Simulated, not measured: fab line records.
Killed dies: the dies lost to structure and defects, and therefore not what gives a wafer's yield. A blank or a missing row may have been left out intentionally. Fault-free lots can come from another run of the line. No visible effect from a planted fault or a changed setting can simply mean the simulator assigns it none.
Matching of chambers | flow nand-harc | NHARC_A_STAIRCASE_ETCH_271 on rie-diel-02 has 4 sister chambers
The step etches the open film in CF4/CHF3. 16 wafers are shown with their chamber, then 8 later ones without.

## WAFERS, EACH WITH ITS CHAMBER
wafer  | chamber | showerhead-plenum-p-Torr (Torr) | rf-vpp-V (V) | throttle-valve-pct (%)
L079.1 | 1       | 1.61                            | 373.1        | 16.808
L079.4 | 2       | 1.55                            | 371.1        | 16.813
L079.6 | 2       | 1.55                            | 369.6        | 16.815
L081.3 | 0       | 1.59                            | 370.9        | 16.796
L081.4 | 1       | 1.61                            | 371.9        | 16.803
L081.5 | 3       | 1.54                            | 370.3        | 16.796
L082.4 | 0       | 1.58                            | 371.2        | 16.794
L082.5 | 0       | 1.58                            | 372.3        | 16.802
L082.6 | 1       | 1.61                            | 372.1        | 16.789
L084.3 | 2       | 1.55                            | 369.3        | 16.785
L084.4 | 1       | 1.60                            | 371.9        | 16.799
L084.6 | 1       | 1.60                            | 371.8        | 16.800
L085.1 | 2       | 1.55                            | 369.2        | 16.826
L085.5 | 3       | 1.54                            | 369.7        | 16.795
L085.6 | 2       | 1.55                            | 371.0        | 16.800
L089.1 | 3       | 1.54                            | 370.3        | 16.800

SIGNATURES (means of the wafers above)
reading                  | chamber 0 | chamber 1 | chamber 2 | chamber 3 | scatter within a chamber
showerhead-plenum-p-Torr | 1.5833    | 1.6060    | 1.5500    | 1.5400    | 0.00394
rf-vpp-V                 | 371.467   | 372.160   | 370.040   | 370.100   | 0.705
throttle-valve-pct       | 16.79733  | 16.79980  | 16.80780  | 16.79700  | 0.0101
Rule: a wafer's distance from a chamber is the root of the sum, over the readings, of the square of ((its reading less the chamber's mean) divided by the reading's scatter). If the next closest chamber is less than 2 further off than the closest, the wafer can't be placed; otherwise it belongs to the closest. The scatter: take each reading less its chamber's mean, square it, sum over the shown wafers, divide by the number of wafers less the number of chambers, and take the root.

## WAFERS WITH NO CHAMBER GIVEN
wafer  | showerhead-plenum-p-Torr (Torr) | rf-vpp-V (V) | throttle-valve-pct (%)
L089.2 | 1.54                            | 369.2        | 16.795
L089.6 | 1.54                            | 368.5        | 16.794
L090.2 | 1.60                            | 370.0        | 16.806
L090.4 | 1.54                            | 370.8        | 16.802
L090.5 | 1.54                            | 369.1        | 16.798
L097.1 | 1.53                            | 369.6        | 16.789
L097.4 | 1.59                            | 370.1        | 16.807
L097.5 | 1.59                            | 370.7        | 16.804

## THE CHAMBER EACH PASSED THROUGH
wafer  | from the rows above     | in truth
L089.2 | can't be placed: 3 or 2 | 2
L089.6 | can't be placed: 3 or 2 | 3
L090.2 | can't be placed: 1 or 0 | 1
L090.4 | can't be placed: 3 or 2 | 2
L090.5 | can't be placed: 3 or 2 | 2
L097.1 | 3                       | 3
L097.4 | 0                       | 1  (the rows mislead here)
L097.5 | 0                       | 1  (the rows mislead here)
Correct placement for 1 of the 8. From these rows, 5 cannot be placed; in 5 the true chamber is one of the candidates. Number placed wrongly: 2.
